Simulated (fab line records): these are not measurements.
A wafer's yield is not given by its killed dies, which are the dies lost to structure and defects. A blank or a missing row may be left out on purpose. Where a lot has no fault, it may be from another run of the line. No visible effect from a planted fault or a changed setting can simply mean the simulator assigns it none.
Matching of chambers + flow n5-finfet + 4 sister chambers for N5_BEOL_M11_ETCH_61 on rie-diel-04
The step etches SiARC in CF4, target depth 39 nm, time 65 s. 8 wafers are shown with their chamber, then 7 later ones without.

== WAFERS WITH THEIR CHAMBER ==
| wafer  | chamber | throttle-valve-pct (%) | showerhead-plenum-p-Torr (Torr) |
|--------|---------|------------------------|---------------------------------|
| L079.1 | 0       | 15.24                  | 2.10                            |
| L080.4 | 2       | 15.47                  | 2.18                            |
| L080.5 | 3       | 15.50                  | 2.25                            |
| L083.1 | 1       | 15.81                  | 2.21                            |
| L083.3 | 2       | 15.49                  | 2.18                            |
| L083.6 | 3       | 15.47                  | 2.24                            |
| L084.4 | 0       | 15.26                  | 2.09                            |
| L084.5 | 1       | 15.82                  | 2.21                            |

== WAFERS MISSING THEIR CHAMBER ==
| wafer  | throttle-valve-pct (%) | showerhead-plenum-p-Torr (Torr) |
|--------|------------------------|---------------------------------|
| L084.6 | 15.27                  | 2.09                            |
| L088.2 | 15.51                  | 2.24                            |
| L088.3 | 15.52                  | 2.17                            |
| L088.6 | 15.51                  | 2.17                            |
| L092.3 | 15.29                  | 2.09                            |
| L092.5 | 15.54                  | 2.17                            |
| L092.6 | 15.52                  | 2.24                            |

== EACH ONE'S CHAMBER ==
| wafer  | from the rows above | in truth |
|--------|---------------------|----------|
| L084.6 | 0                   | 0        |
| L088.2 | 3                   | 3        |
| L088.3 | 2                   | 2        |
| L088.6 | 2                   | 2        |
| L092.3 | 0                   | 0        |
| L092.5 | 2                   | 2        |
| L092.6 | 3                   | 3        |
Correct placement for 7 of the 7. Can't be placed from these rows: 0. 0 placed wrongly.
How it was worked out, from the rows above alone: a wafer's distance from a chamber is the root of the sum, over the readings, of the square of ((its reading less the chamber's mean) divided by the reading's scatter). The wafer belongs to the nearest chamber; if the next one is less than 2 further off, it can't be placed. A chamber's mean is the mean of its shown wafers. How the scatter is found: for the shown wafers, subtract from each reading the mean of its chamber, square and add these, divide the total by (wafers less chambers), then take the root.
